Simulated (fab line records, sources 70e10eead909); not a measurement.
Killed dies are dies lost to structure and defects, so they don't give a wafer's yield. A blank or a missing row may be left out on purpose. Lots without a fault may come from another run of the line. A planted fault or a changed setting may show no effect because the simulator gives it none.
Chamber matching | flow nand_harc | NHARC_THIN_TSV_DEP_43 on pecvd-04: 3 sister chambers
The step deposits SiO2, target thk 1328.5 nm. 3 wafers are shown with their chamber, then 10 later ones without.

WAFERS WITH THEIR CHAMBER
wafer  | chamber | throttle_valve_pct (%)
L807.5 | 0       | 16.9
L808.2 | 1       | 15.8
L808.5 | 2       | 15.9

WAFERS WITHOUT THEIR CHAMBER
wafer  | throttle_valve_pct (%)
L808.6 | 15.9
L804.1 | 17.1
L804.2 | 15.8
L804.3 | 15.8
L809.3 | 17.2
L809.5 | 17.3
L809.6 | 15.8
L812.2 | 15.7
L812.4 | 15.8
L812.5 | 16.0

WHICH CHAMBER EACH WENT THROUGH
wafer  | from the rows above     | in truth
L808.6 | can't be placed: 2 or 1 | 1
L804.1 | 0                       | 0
L804.2 | can't be placed: 1 or 2 | 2
L804.3 | can't be placed: 1 or 2 | 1
L809.3 | 0                       | 0
L809.5 | 0                       | 0
L809.6 | can't be placed: 1 or 2 | 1
L812.2 | can't be placed: 1 or 2 | 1
L812.4 | can't be placed: 1 or 2 | 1
L812.5 | can't be placed: 2 or 1 | 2
Placed correctly: 3 of 10. Can't be placed from these rows: 7 (the true chamber is among the candidates in 7). Placed wrongly: 0.
How it was worked out, from the rows above alone: a wafer's distance from a chamber is the root of the sum, over the readings, of the square of ((its reading less the chamber's mean) divided by the reading's scatter). The wafer belongs to the nearest chamber; if the next one is less than 2 further off, it can't be placed. A chamber's mean is the mean of its shown wafers. The scatter: with one shown wafer a chamber, the root of the mean of the squares of how far each hidden wafer lies from its nearest shown one.
